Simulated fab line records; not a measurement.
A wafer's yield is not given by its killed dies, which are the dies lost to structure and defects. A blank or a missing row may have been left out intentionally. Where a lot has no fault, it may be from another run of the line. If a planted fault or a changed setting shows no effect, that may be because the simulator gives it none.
Matching of chambers + flow nandHarc + NHARC_A_STAIRCASE_TRIM_220 on rieDiel-09 has 4 sister chambers
The step chemistry O2, time 211.2 s. 4 wafers are shown with their chamber, then 8 later ones without.

WAFERS PAIRED WITH THEIR CHAMBERS
| wafer  | chamber | drypumpMotorCurrentA (A) |
|--------|---------|--------------------------|
| L084.4 | 1       | 5.8                      |
| L085.1 | 2       | 5.8                      |
| L091.1 | 3       | 5.1                      |
| L093.1 | 0       | 5.9                      |

WAFERS WITH NO CHAMBER GIVEN
| wafer  | drypumpMotorCurrentA (A) |
|--------|--------------------------|
| L093.5 | 5.8                      |
| L093.6 | 5.9                      |
| L095.1 | 5.8                      |
| L095.3 | 5.7                      |
| L095.4 | 5.9                      |
| L097.2 | 5.9                      |
| L097.4 | 5.7                      |
| L097.5 | 5.9                      |

WHICH CHAMBER EACH ONE RAN IN
| wafer  | from the rows above     | in truth |
|--------|-------------------------|----------|
| L093.5 | can't be placed: 1 or 2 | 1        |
| L093.6 | 0                       | 0        |
| L095.1 | can't be placed: 1 or 2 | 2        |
| L095.3 | can't be placed: 1 or 2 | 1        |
| L095.4 | 0                       | 0        |
| L097.2 | 0                       | 0        |
| L097.4 | can't be placed: 1 or 2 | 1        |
| L097.5 | 0                       | 0        |
4 of 8 placed correctly. Cannot be placed on the basis of these rows: 4; the candidates contain the true chamber in 4. Number placed wrongly: 0.
How it was worked out, from the rows above alone: a wafer's distance from a chamber is the root of the sum, over the readings, of the square of ((its reading less the chamber's mean) divided by the reading's scatter). The wafer belongs to the nearest chamber; if the next one is less than 2 further off, it can't be placed. The mean given for a chamber averages the wafers shown for that chamber. The scatter: with one shown wafer a chamber, the root of the mean of the squares of how far each hidden wafer lies from its nearest shown one.
